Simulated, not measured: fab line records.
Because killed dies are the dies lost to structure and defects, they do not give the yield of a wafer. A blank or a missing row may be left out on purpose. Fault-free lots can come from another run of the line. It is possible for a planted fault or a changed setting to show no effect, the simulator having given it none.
fab line records	flow n5Finfet
[record] lots = 7	wafers = 21
route steps=1938 shown BEOL_M7@1293 BEOL_M8@1377 BEOL_M9@1411
startH: hours from the record's opening day to when the first of the lot's shown wafers began	waitH: hours from the lot's prior step to this one	" repeats the value in the row above	L1.1+2: several wafers, shown together as one row	- no value present, or no start provided	* or withheld: withheld	< > ~ a bound
route shown NAME@n: names a module that has steps shown in the file, with the first one's number in the route	usual: average and standard deviation across the fault-free wafers	same: alike in all rows	chamber/n: place in a boat	sites: readings site by site	_std_site: their standard deviation	_edge_site: mean of outer sites minus mean of inner sites	radiusMm: how far each site lies from the wafer's centre	mask NAME#n: copy n	behind: tool/chamber where the wafer was last shaped	hold: what put the lot on hold/how long, in hours/how the hold closed	device: the transistor (n, p or np) that didn't switch	end of line: the same wafers' tests at the end of the route	step lacking rows: just its recipe	killed: the dies lost at the first sort to structure and to defects; this is not the yield of the wafer	map: a wafer's dies, marking killed ones x, the rest . and places with no die _
set.NAME: the setting the step ran with; set.NAME@STEP: the setting that earlier step ran with	model.NAME: the simulator's own value behind a step, which no gauge read
lots with deliberately changed settings; one table per step, one row per wafer
[[steps]]
[step N5_BEOL_M7_EXPOSE_25]
[recipe] maskId = V6	na = 0.33	sourceShape = annular	sigmaInner = 0.4	sigmaOuter = 0.8	polarization = unpolarized	targetCdNm = 40	doseMj = 42.5
lot.wafer	tool	chamber	startH	waitH	mask	set.doseMj
L074.2+3+4	euvScanner-02	0	191.18	-	V6#0	42.5
L075.3	euvScanner-02	0	194.30	-	V6#0	45.06
L075.4+5	"	0	"	"	V6#0	42.5
L076.2+5+6	euvScanner-02	0	203.96	-	V6#0	44.41
L087.1	euvScanner-01	0	268.31	-	V6#0	42.5
L087.2+4	"	0	"	"	V6#0	45.13
L093.2+3	euvScanner-01	0	306.89	-	V6#0	44.46
L093.4	"	0	"	"	V6#0	42.5
L094.1+2	euvScanner-02	0	313.52	-	V6#0	42.5
L094.5	"	0	"	"	V6#0	39.38
L095.3+4+5	euvScanner-01	0	320.27	-	V6#0	42.5
[step N5_BEOL_M7_PEB_26]
[recipe] pebTempC = 100	pebTimeS = 60	resist = CAR-EUV
[step N5_BEOL_M7_DEVELOP_27]
[recipe] developTimeS = 30	developer = TMAH	resist = CAR-EUV	rinseLiquid = surfactantRinse	dry = airSpin	devTempC = 23
lot.wafer	tool	chamber	startH	waitH	set.spinRpm@BEOL_M7_COAT_22	model.CAR-EUV_of_BEOL_M7_COAT_22.thkNm
L074.2	lithoTrack-03	0	-	-	1383	31
L074.3	"	0	"	"	1383	30.8
L074.4	"	0	"	"	1500	29.6
L075.3+4	lithoTrack-03	0	-	-	1500	29.6
L075.5	"	0	"	"	1500	29.4
L076.2	lithoTrack-02	0	-	-	1569	29
L076.5+6	"	0	"	"	1500	29.6
L087.1	lithoTrack-02	0	-	-	1500	29.6
L087.2+4	"	0	"	"	1500	29.4
L093.2	lithoTrack-02	0	-	-	1578	28.8
L093.3+4	"	0	"	"	1500	29.6
L094.1	lithoTrack-05	0	-	-	1500	29.6
L094.2	"	0	"	"	1452	30
L094.5	"	0	"	"	1500	29.8
L095.3+4	lithoTrack-02	0	-	-	1500	29.4
L095.5	"	0	"	"	1500	29.6
[step N5_BEOL_M7_CD_MEAS_28]
[recipe] targetCdNm = 40	landingEnergyEv = 500	detector = seInlens
[usual] cdNm = 39.99/0.24
lot.wafer	tool	chamber	startH	waitH	set.doseMj@BEOL_M7_EXPOSE_25	cdNm
L074.2	cdSem-01	0	191.30	-	42.5	40.19
L074.3	"	0	"	"	42.5	39.93
L074.4	"	0	"	"	42.5	40.40
L075.3	cdSem-02	0	194.42	-	45.06	41.55
L075.4	"	0	"	"	42.5	39.98
L075.5	"	0	"	"	42.5	40.03
L076.2	cdSem-01	0	204.08	-	44.41	41.28
L076.5	"	0	"	"	44.41	40.89
L076.6	"	0	"	"	44.41	40.81
L087.1	cdSem-01	0	268.45	-	42.5	39.92
L087.2	"	0	"	"	45.13	40.98
L087.4	"	0	"	"	45.13	41.22
L093.2	cdSem-01	0	307.02	-	44.46	41.10
L093.3	"	0	"	"	44.46	40.74
L093.4	"	0	"	"	42.5	40.10
L094.1	cdSem-01	0	313.65	-	42.5	40.09
L094.2	"	0	"	"	42.5	39.82
L094.5	"	0	"	"	39.38	38.40
L095.3	cdSem-01	0	320.39	-	42.5	39.91
L095.4	"	0	"	"	42.5	40.21
L095.5	"	0	"	"	42.5	40.08
[step N5_BEOL_M7_DESCUM_33]
[recipe] chemistry = O2	timeS = 7	sourcePowerW = 50	biasPowerW = 20	pressureMtorr = 20	rfFrequencyHz = 2.712e+07	tempC = 40	resist = CAR-EUV	o2FlowSccm = 225
lot.wafer	tool	chamber	startH	waitH	set.doseMj@BEOL_M7_EXPOSE_25	model.BEOL_M7.cdNm
L074.2+3+4	rieDiel-02	0,2,3	191.49	0.1	42.5	40
L075.3	rieDiel-01	3	194.54	0.0	45.06	41.6
L075.4	"	0	"	"	42.5	40
L075.5	"	1	"	"	42.5	40.2
L076.2+5	rieDiel-03	2,0	204.22	0.0	44.41	41.2
L076.6	"	1	"	"	44.41	40.8
L087.1	rieDiel-03	0	268.57	0.0	42.5	40.2
L087.2	"	2	"	"	45.13	41.4
L087.4	"	1	"	"	45.13	41.2
L093.2	rieDiel-01	3	307.14	0.0	44.46	41.2
L093.3	"	1	"	"	44.46	40.8
L093.4	"	1	"	"	42.5	40
L094.1	rieDiel-03	1	313.82	0.1	42.5	40
L094.2	"	3	"	"	42.5	39.8
L094.5	"	0	"	"	39.38	38.6
L095.3+4+5	rieDiel-02	0,3,3	320.51	0.0	42.5	40
[step N5_BEOL_M7_ETCH_72]
[recipe] chemistry = N2/H2	target = underlayer	targetDepthA = 65	maskMaterial = CAR-EUV	timeS = 5.2	ionEnergyEv = 200	pressureMtorr = 30	sourceW = 840	biasW = 150	n2FlowSccm = 200	h2FlowSccm = 200	ends = cleared
lot.wafer	tool	chamber	startH	waitH	set.doseMj@BEOL_M7_EXPOSE_25	model.BEOL_M7.cdNm
L074.2+4	rieDiel-02	0,3	191.52	0.0	42.5	40.2
L074.3	"	2	"	"	42.5	40
L075.3	rieDiel-01	3	194.58	0.0	45.06	41.6
L075.4+5	"	0,1	"	"	42.5	40
L076.2+5	rieDiel-03	2,0	204.26	0.0	44.41	41.2
L076.6	"	1	"	"	44.41	41
L087.1	rieDiel-03	0	268.61	0.0	42.5	40
L087.2	"	2	"	"	45.13	41.4
L087.4	"	1	"	"	45.13	41.2
L093.2	rieDiel-01	3	307.18	0.0	44.46	41.4
L093.3	"	1	"	"	44.46	40.8
L093.4	"	1	"	"	42.5	40
L094.1	rieDiel-03	1	313.85	0.0	42.5	40
L094.2	"	3	"	"	42.5	39.8
L094.5	"	0	"	"	39.38	38.4
L095.3	rieDiel-02	0	320.55	0.0	42.5	40.2
L095.4+5	"	3	"	"	42.5	40
[step N5_BEOL_M7_ETCH_65]
[recipe] chemistry = CF4	target = SiARC	targetDepthA = 156	maskMaterial = CAR-EUV	timeS = 26	ionEnergyEv = 80	pressureMtorr = 40	sourceW = 545	biasW = 36	Ar_flow_sccm = 100	cf4FlowSccm = 100	ends = cleared
lot.wafer	tool	chamber	startH	waitH	set.doseMj@BEOL_M7_EXPOSE_25	model.BEOL_M7.cdNm
L074.2+3+4	rieDiel-02	0,2,3	191.54	0.0	42.5	40
L075.3	rieDiel-01	3	194.59	0.0	45.06	41.4
L075.4+5	"	0,1	"	"	42.5	40.2
L076.2+6	rieDiel-03	2,1	204.27	0.0	44.41	41
L076.5	"	0	"	"	44.41	41.2
L087.1	rieDiel-03	0	268.62	0.0	42.5	40
L087.2	"	2	"	"	45.13	41.4
L087.4	"	1	"	"	45.13	41.2
L093.2	rieDiel-01	3	307.19	0.0	44.46	41.2
L093.3	"	1	"	"	44.46	40.8
L093.4	"	1	"	"	42.5	40
L094.1	rieDiel-03	1	313.87	0.0	42.5	40
L094.2	"	3	"	"	42.5	39.8
L094.5	"	0	"	"	39.38	38.4
L095.3+4+5	rieDiel-02	0,3,3	320.56	0.0	42.5	40
[step N5_BEOL_M7_ETCH_66]
[recipe] chemistry = N2/H2	target = SOC	targetDepthA = 800	overetchA = 160	maskMaterial = SiARC	tempC = 40	timeS = 120	ionEnergyEv = 200	pressureMtorr = 30	sourceW = 840	biasW = 150	n2FlowSccm = 200	h2FlowSccm = 200
lot.wafer	tool	chamber	startH	waitH	set.doseMj@BEOL_M7_EXPOSE_25	model.BEOL_M7.cdNm
L074.2+4	rieDiel-02	0,3	191.57	0.0	42.5	40
L074.3	"	2	"	"	42.5	40.2
L075.3	rieDiel-01	3	194.62	0.0	45.06	41.4
L075.4+5	"	0,1	"	"	42.5	40.2
L076.2	rieDiel-03	2	204.30	0.0	44.41	40.8
L076.5	"	0	"	"	44.41	41.2
L076.6	"	1	"	"	44.41	41
L087.1	rieDiel-03	0	268.65	0.0	42.5	40.2
L087.2+4	"	2,1	"	"	45.13	41.2
L093.2	rieDiel-01	3	307.22	0.0	44.46	41.4
L093.3	"	1	"	"	44.46	41
L093.4	"	1	"	"	42.5	40.2
L094.1	rieDiel-03	1	313.90	0.0	42.5	39.8
L094.2	"	3	"	"	42.5	39.6
L094.5	"	0	"	"	39.38	38.6
L095.3+5	rieDiel-02	0,3	320.59	0.0	42.5	40
L095.4	"	3	"	"	42.5	39.8
[step N5_BEOL_M7_STRIP_69]
[recipe] chemistry = N2/H2	tempC = 40	n2FlowSccm = 200	h2FlowSccm = 200	rfFrequencyHz = 6e+07
[step N5_BEOL_M7_STRIP_73]
[recipe] chemistry = N2/H2	tempC = 40	n2FlowSccm = 200	h2FlowSccm = 200	rfFrequencyHz = 6e+07
[step N5_BEOL_M7_VIA_ETCH_34]
[recipe] chemistry = C4F6/O2	target = SiCOH_lowk	targetDepthA = 1255	maskMaterial = SOC	taperDeg = 4	timeS = 50.5	ionEnergyEv = 250	pressureMtorr = 30	sourceW = 345	biasW = 185	Ar_flow_sccm = 300	C4F6_flow_sccm = 10	O2_flow_sccm = 10
lot.wafer	tool	chamber	startH	waitH	set.doseMj@BEOL_M7_EXPOSE_25	model.BEOL_M7.cdNm
L074.2+4	rieDiel-02	0,3	191.67	0.0	42.5	40
L074.3	"	2	"	"	42.5	40.2
L075.3	rieDiel-01	3	194.72	0.0	45.06	41.4
L075.4+5	"	0,1	"	"	42.5	40.2
L076.2	rieDiel-03	2	204.40	0.0	44.41	40.8
L076.5	"	0	"	"	44.41	41.2
L076.6	"	1	"	"	44.41	41
L087.1	rieDiel-03	0	268.75	0.0	42.5	40
L087.2	"	2	"	"	45.13	41.4
L087.4	"	1	"	"	45.13	41.2
L093.2	rieDiel-01	3	307.32	0.0	44.46	41.4
L093.3	"	1	"	"	44.46	41
L093.4	"	1	"	"	42.5	40.2
L094.1	rieDiel-03	1	314.00	0.0	42.5	39.8
L094.2	"	3	"	"	42.5	39.6
L094.5	"	0	"	"	39.38	38.6
L095.3	rieDiel-02	0	320.69	0.0	42.5	40.2
L095.4	"	3	"	"	42.5	39.8
L095.5	"	3	"	"	42.5	40
[step N5_BEOL_M8_TRENCH_ETCH_37]
[recipe] chemistry = C4F6/O2	targetDepthA = 934.78	target = SiCOH_lowk	timeS = 31.2	ionEnergyEv = 250	pressureMtorr = 30	sourceW = 345	biasW = 185	Ar_flow_sccm = 300	C4F6_flow_sccm = 10	O2_flow_sccm = 10
lot.wafer	tool	chamber	startH	waitH	set.timeS	model.BEOL_M8.featureDepthNm	model.etch.depthNm
L074.2	rieDiel-04	3	-	-	37.8	112	112
L074.3	"	0	"	"	31.2	89.2	89.26
L074.4	"	1	"	"	37.8	111.4	111.5
L075.3	rieDiel-05	2	-	-	31.2	91.8	91.72
L075.4	"	1	"	"	31.2	92	91.92
L075.5	"	0	"	"	31.2	95.4	95.39
L076.2	rieDiel-05	1	-	-	31.2	92.4	92.34
L076.5	"	1	"	"	31.2	92.8	92.84
L076.6	"	2	"	"	27.82	82.8	82.81
L087.1	rieDiel-06	0	-	-	31.2	91.6	91.55
L087.2	"	2	"	"	37.14	111.2	111.2
L087.4	"	1	"	"	31.2	93.2	93.12
L093.2	rieDiel-06	2	-	-	31.2	92.8	92.87
L093.3	"	1	"	"	33.75	100.8	100.9
L093.4	"	3	"	"	31.2	95.4	95.33
L094.1	rieDiel-06	3	-	-	31.2	94.8	94.71
L094.2	"	2	"	"	37.04	111.2	111.2
L094.5	"	2	"	"	37.04	111	110.9
L095.3	rieDiel-06	0	-	-	31.2	93	92.96
L095.4	"	3	"	"	31.2	96.8	96.77
L095.5	"	3	"	"	31.2	97.2	97.23
[step N5_BEOL_M8_ETCH_41]
[recipe] chemistry = CH3F/O2	target = SiCN	targetDepthA = 319	taperDeg = 2	timeS = 57.8	ionEnergyEv = 120	maskMaterial = TiN	pressureMtorr = 30	sourceW = 395	biasW = 75	Ar_flow_sccm = 150	CH3F_flow_sccm = 30	O2_flow_sccm = 20
[step N5_BEOL_M8_STRIP_80]
[recipe] chemistry = N2/H2	timeS = 10	powerW = 450	tempC = 40	pressureMtorr = 20	rfFrequencyHz = 6e+07	biasPowerW = 7	n2FlowSccm = 200	h2FlowSccm = 200
[step N5_BEOL_M8_OCD_MEAS_38]
[usual] trenchDepthNm = 93.1/1.7
lot.wafer	tool	chamber	startH	waitH	set.timeS@BEOL_M8_TRENCH_ETCH_37	trenchDepthNm
L074.2	ocd-02	-	202.83	-	37.8	111.7
L074.3	"	-	"	"	31.2	89.3
L074.4	"	-	"	"	37.8	110.8
L075.3	ocd-01	-	204.05	-	31.2	91.8
L075.4	"	-	"	"	31.2	91.5
L075.5	"	-	"	"	31.2	95.3
L076.2	ocd-02	-	213.57	-	31.2	92.3
L076.5	"	-	"	"	31.2	93.1
L076.6	"	-	"	"	27.82	82.5
L087.1	ocd-01	-	276.89	-	31.2	91.5
L087.2	"	-	"	"	37.14	111.1
L087.4	"	-	"	"	31.2	93.5
L093.2	ocd-01	-	314.16	-	31.2	93.1
L093.3	"	-	"	"	33.75	100.9
L093.4	"	-	"	"	31.2	95.2
L094.1	ocd-02	-	323.32	-	31.2	94.8
L094.2	"	-	"	"	37.04	110.8
L094.5	"	-	"	"	37.04	110.9
L095.3	ocd-01	-	329.72	-	31.2	92.8
L095.4	"	-	"	"	31.2	96.3
L095.5	"	-	"	"	31.2	97.1
[step N5_BEOL_M8_HM_STRIP_39]
[recipe] chemistry = peroxideTinStrip	material = TiN	targetDepthA = 250	tempC = 50	timeS = 158
[step N5_BEOL_M8_SRD_40]
[recipe] timeS = 30	tempC = 23	rinseLiquid = diw	dry = ipaMarangoni
[step N5_BEOL_M8_ECD_50]
[recipe] material = Cu	targetThkA = 3000
[step N5_BEOL_M8_ANNEAL_51]
[recipe] tempC = 225	timeS = 90	ambient = N2
[step N5_BEOL_M8_CMP_52]
[recipe] stopOn = SiCOH_lowk	tOverpolishS = 6.9	downForcePsi = 1	platenRpm = 50	clearingPlatenDownForcePsi = 1.5	clearingPlatenRpm = 50	postCmpClean = cuAlkaline	targetThkNm = 80	clearingPlatenPadVelocityMS = 0.99484	padVelocityMS = 0.99484
lot.wafer	tool	chamber	startH	waitH	set.timeS@BEOL_M8_TRENCH_ETCH_37	model.Cu_of_BEOL_M8_ECD_50.thkNm
L074.3	cmp-04	3	205.27	0.2	31.2	76.4
L074.4+2	"	1,2	"	"	37.8	99.4
L075.3	cmp-02	1	207.77	0.2	31.2	78.2
L075.4	"	3	"	"	31.2	77.6
L075.5	"	0	"	"	31.2	81.4
L076.2	cmp-02	0	217.76	0.3	31.2	77.2
L076.5	"	2	"	"	31.2	75.6
L076.6	"	3	"	"	27.82	67.8
L087.1	cmp-02	2	279.52	0.3	31.2	75.8
L087.2	"	3	"	"	37.14	98
L087.4	"	0	"	"	31.2	79
L093.3	cmp-02	3	319.60	0.2	33.75	87.6
L093.4	"	0	"	"	31.2	82.2
L093.2	"	1	"	"	31.2	77.8
L094.1	cmp-03	1	325.11	0.3	31.2	82.6
L094.2	"	3	"	"	37.04	100.2
L094.5	"	0	"	"	37.04	99.2
L095.4	cmp-02	1	332.45	0.2	31.2	82
L095.3	"	3	"	"	31.2	80.6
L095.5	"	0	"	"	31.2	82.6
[step N5_BEOL_M8_THK_MEAS_53]
[recipe] thkMeasGauge = xrf	reads = Cu_of_BEOL_M8_ECD_50
[usual] M8_THK = 79.3/2.2
lot.wafer	tool	chamber	startH	waitH	set.timeS@BEOL_M8_TRENCH_ETCH_37	M8_THK[nm]
L074.2	filmMetro-02	-	205.57	-	37.8	99.9
L074.3	"	-	"	"	31.2	76.8
L074.4	"	-	"	"	37.8	99.4
L075.3	filmMetro-01	-	208.03	-	31.2	78.1
L075.4	"	-	"	"	31.2	77.5
L075.5	"	-	"	"	31.2	80.8
L076.2	filmMetro-01	-	217.98	-	31.2	77.7
L076.5	"	-	"	"	31.2	75.8
L076.6	"	-	"	"	27.82	68.4
L087.1	filmMetro-01	-	279.84	-	31.2	75.2
L087.2	"	-	"	"	37.14	97.2
L087.4	"	-	"	"	31.2	78.6
L093.2	filmMetro-01	-	319.86	-	31.2	77.5
L093.3	"	-	"	"	33.75	87.0
L093.4	"	-	"	"	31.2	81.7
L094.1	filmMetro-01	-	325.37	-	31.2	81.3
L094.2	"	-	"	"	37.04	98.5
L094.5	"	-	"	"	37.04	97.2
L095.3	filmMetro-02	-	332.71	-	31.2	80.4
L095.4	"	-	"	"	31.2	82.1
L095.5	"	-	"	"	31.2	82.9
[step N5_BEOL_M8_PRE_CLEAN_55]
[recipe] gas = NH3	timeS = 15	tempC = withheld	rfPowerW = 300
[step N5_BEOL_M8_DEP_56]
[recipe] material = SiCN	targetThkA = 100	tempC = withheld	precursor = 3MS/NH3	pressureTorr = 3	rfW = 202	timeS = 17.5
[step N5_BEOL_M8_RS_MEAS_57]
[recipe] thkMeasGauge = four-point-probe	reads = Cu_of_BEOL_M8_ECD_50+Co_of_BEOL_M8_CVD_78+TaN_of_BEOL_M8_ALD_77
[usual] M8_RS = 0.287/0.0099
lot.wafer	tool	chamber	startH	waitH	set.timeS@BEOL_M8_TRENCH_ETCH_37	M8_RS[ohm/sq]
L074.2	filmMetro-02	-	205.70	0.1	37.8	0.222
L074.3	"	-	"	"	31.2	0.302
L074.4	"	-	"	"	37.8	0.223
L075.3	filmMetro-02	-	208.16	0.1	31.2	0.294
L075.4	"	-	"	"	31.2	0.297
L075.5	"	-	"	"	31.2	0.281
L076.2	filmMetro-01	-	218.11	0.1	31.2	0.299
L076.5	"	-	"	"	31.2	0.306
L076.6	"	-	"	"	27.82	0.348
L087.1	filmMetro-01	-	279.97	0.1	31.2	0.305
L087.2	"	-	"	"	37.14	0.226
L087.4	"	-	"	"	31.2	0.290
L093.2	filmMetro-01	-	320.02	0.1	31.2	0.296
L093.3	"	-	"	"	33.75	0.257
L093.4	"	-	"	"	31.2	0.277
L094.1	filmMetro-01	-	325.50	0.1	31.2	0.276
L094.2	"	-	"	"	37.04	0.221
L094.5	"	-	"	"	37.04	0.223
L095.3	filmMetro-02	-	332.84	0.1	31.2	0.284
L095.4	"	-	"	"	31.2	0.278
L095.5	"	-	"	"	31.2	0.276
[step N5_BEOL_M9_EXPOSE_08]
[recipe] maskId = M9	na = 1.35	sourceShape = dipole	sigmaInner = 0.411	sigmaOuter = 0.611	polarization = te	doseMj = 53.75
lot.wafer	tool	chamber	startH	waitH	mask	set.doseMj
L074.2+3	arfiScanner-03	0	207.96	-	M9#0	53.75
L074.4	"	0	"	"	M9#0	52.41
L075.3+5	arfiScanner-01	0	210.92	-	M9#0	51.19
L075.4	"	0	"	"	M9#0	53.75
L076.2+6	arfiScanner-01	0	219.77	-	M9#0	55.13
L076.5	"	0	"	"	M9#0	53.75
L087.1+2	arfiScanner-01	0	281.74	-	M9#0	54.86
L087.4	"	0	"	"	M9#0	53.75
L093.2+3+4	arfiScanner-02	0	321.77	-	M9#0	53.75
L094.1+5	arfiScanner-02	0	327.45	-	M9#0	53.75
L094.2	"	0	"	"	M9#0	55.68
L095.3+4+5	arfiScanner-02	0	336.16	-	M9#0	53.75
[step N5_BEOL_M9_PEB_09]
[recipe] pebTempC = withheld	pebTimeS = 60	resist = CAR-ArF
[step N5_BEOL_M9_DEVELOP_10]
[recipe] developTimeS = 30	developer = TMAH	resist = CAR-ArF	rinseLiquid = diw	dry = airSpin	devTempC = 23
[step N5_BEOL_M9_DESCUM_16]
[recipe] chemistry = O2	timeS = 7.9	sourcePowerW = 50	biasPowerW = 20	pressureMtorr = 20	rfFrequencyHz = 2.712e+07	tempC = 40	resist = CAR-ArF	o2FlowSccm = 225
[step N5_BEOL_M9_ETCH_61]
[recipe] chemistry = CF4	target = SiARC	targetDepthA = 390	maskMaterial = CAR-ArF	timeS = 65	ionEnergyEv = 80	pressureMtorr = 40	sourceW = 545	biasW = 36	Ar_flow_sccm = 100	cf4FlowSccm = 100	ends = cleared
lot.wafer	tool	chamber	startH	waitH	set.doseMj@BEOL_M9_EXPOSE_08	model.BEOL_M9.cdOffsetNm
L074.2	rieDiel-01	3	208.67	0.0	53.75	0.8
L074.3	"	2	"	"	53.75	1.2
L074.4	"	0	"	"	52.41	-1.2
L075.3	rieDiel-01	2	211.15	0.0	51.19	-1.4
L075.4	"	2	"	"	53.75	0
L075.5	"	3	"	"	51.19	-2.2
L076.2	rieDiel-03	1	220.02	0.0	55.13	1
L076.5	"	1	"	"	53.75	0.2
L076.6	"	2	"	"	55.13	1.6
L087.1	rieDiel-01	2	282.20	0.0	54.86	0
L087.2	"	0	"	"	54.86	-0.4
L087.4	"	1	"	"	53.75	-1.6
L093.2	rieDiel-02	3	322.02	0.0	53.75	1
L093.3	"	1	"	"	53.75	0
L093.4	"	2	"	"	53.75	0.6
L094.1	rieDiel-03	3	327.70	0.0	53.75	-1.8
L094.2	"	1	"	"	55.68	0.6
L094.5	"	0	"	"	53.75	-0.6
L095.3	rieDiel-03	3	336.40	0.0	53.75	-1
L095.4	"	0	"	"	53.75	-0.2
L095.5	"	1	"	"	53.75	-0.6
[step N5_BEOL_M9_ETCH_62]
[recipe] chemistry = N2/H2	target = SOC	targetDepthA = 1100	overetchA = 220	maskMaterial = SiARC	tempC = 40	timeS = 165	ionEnergyEv = 200	pressureMtorr = 30	sourceW = 840	biasW = 150	n2FlowSccm = 200	h2FlowSccm = 200
[usual] rfVppV = 524.9/2
lot.wafer	tool	chamber	startH	waitH	set.sourceW	rfVppV
L074.2	rieDiel-01	3	208.72	0.0	927.6	505.3
L074.3	"	2	"	"	840	525.1
L074.4	"	0	"	"	840	523.5
L075.3	rieDiel-01	2	211.20	0.0	840	526.3
L075.4	"	2	"	"	840	526.3
L075.5	"	3	"	"	840	523.1
L076.2	rieDiel-03	1	220.07	0.0	987.1	499.2
L076.5	"	1	"	"	840	526.7
L076.6	"	2	"	"	987.1	494.8
L087.1	rieDiel-01	2	282.25	0.0	911.4	512.6
L087.2	"	0	"	"	840	524.7
L087.4	"	1	"	"	840	526.7
L093.2	rieDiel-02	3	322.07	0.0	840	529.1
L093.3	"	1	"	"	766.4	539.6
L093.4	"	2	"	"	840	521.8
L094.1	rieDiel-03	3	327.75	0.0	906.7	513.9
L094.2	"	1	"	"	840	524.2
L094.5	"	0	"	"	840	524.6
L095.3	rieDiel-03	3	336.45	0.0	840	525.0
L095.4	"	0	"	"	840	525.1
L095.5	"	1	"	"	840	526.9
[[key]]
[split] step = N5_BEOL_M7_EXPOSE_25	setting = doseMj	stated = 42.5	by = wafer
[response] step = N5_BEOL_M7_CD_MEAS_28	reading = cdNm	change = +0.213	per = 1%	r = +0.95
[response] step = N5_BEOL_M7_DESCUM_33	reading = model.BEOL_M7.cdNm	change = +0.2	per = 1%	r = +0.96
[response] step = N5_BEOL_M7_ETCH_72	reading = model.BEOL_M7.cdNm	change = +0.226	per = 1%	r = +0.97
[response] step = N5_BEOL_M7_ETCH_65	reading = model.BEOL_M7.cdNm	change = +0.206	per = 1%	r = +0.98
[response] step = N5_BEOL_M7_ETCH_66	reading = model.BEOL_M7.cdNm	change = +0.174	per = 1%	r = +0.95
[response] step = N5_BEOL_M7_VIA_ETCH_34	reading = model.BEOL_M7.cdNm	change = +0.187	per = 1%	r = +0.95
[split] step = N5_BEOL_M8_TRENCH_ETCH_37	setting = timeS	stated = 31.2	by = wafer
[response] step = N5_BEOL_M8_TRENCH_ETCH_37	reading = model.BEOL_M8.featureDepthNm	change = +0.967	per = 1%	r = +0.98
[response] step = N5_BEOL_M8_TRENCH_ETCH_37	reading = model.etch.depthNm	change = +0.968	per = 1%	r = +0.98
[response] step = N5_BEOL_M8_OCD_MEAS_38	reading = trenchDepthNm	change = +0.955	per = 1%	r = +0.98
[response] step = N5_BEOL_M8_CMP_52	reading = model.Cu_of_BEOL_M8_ECD_50.thkNm	change = +1.01	per = 1%	r = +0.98
[response] step = N5_BEOL_M8_THK_MEAS_53	reading = M8_THK	change = +0.989	per = 1%	r = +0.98
[response] step = N5_BEOL_M8_RS_MEAS_57	reading = M8_RS	change = -0.00356	per = 1%	r = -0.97
[split] step = N5_BEOL_M9_EXPOSE_08	setting = doseMj	stated = 53.75	by = wafer
[response] step = N5_BEOL_M9_ETCH_61	reading = model.BEOL_M9.cdOffsetNm	change = +0.498	per = 1%	r = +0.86
[split] step = N5_BEOL_M9_ETCH_62	setting = sourceW	stated = 840	by = wafer
[response] step = N5_BEOL_M9_ETCH_62	reading = rfVppV	change = -1.65	per = 1%	r = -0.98
split outsideThisFile step=N5_BEOL_M7_COAT_22 setting=spinRpm
// split outsideThisFile: this setting was split too, and the file shows its column; the key of that split is in another file
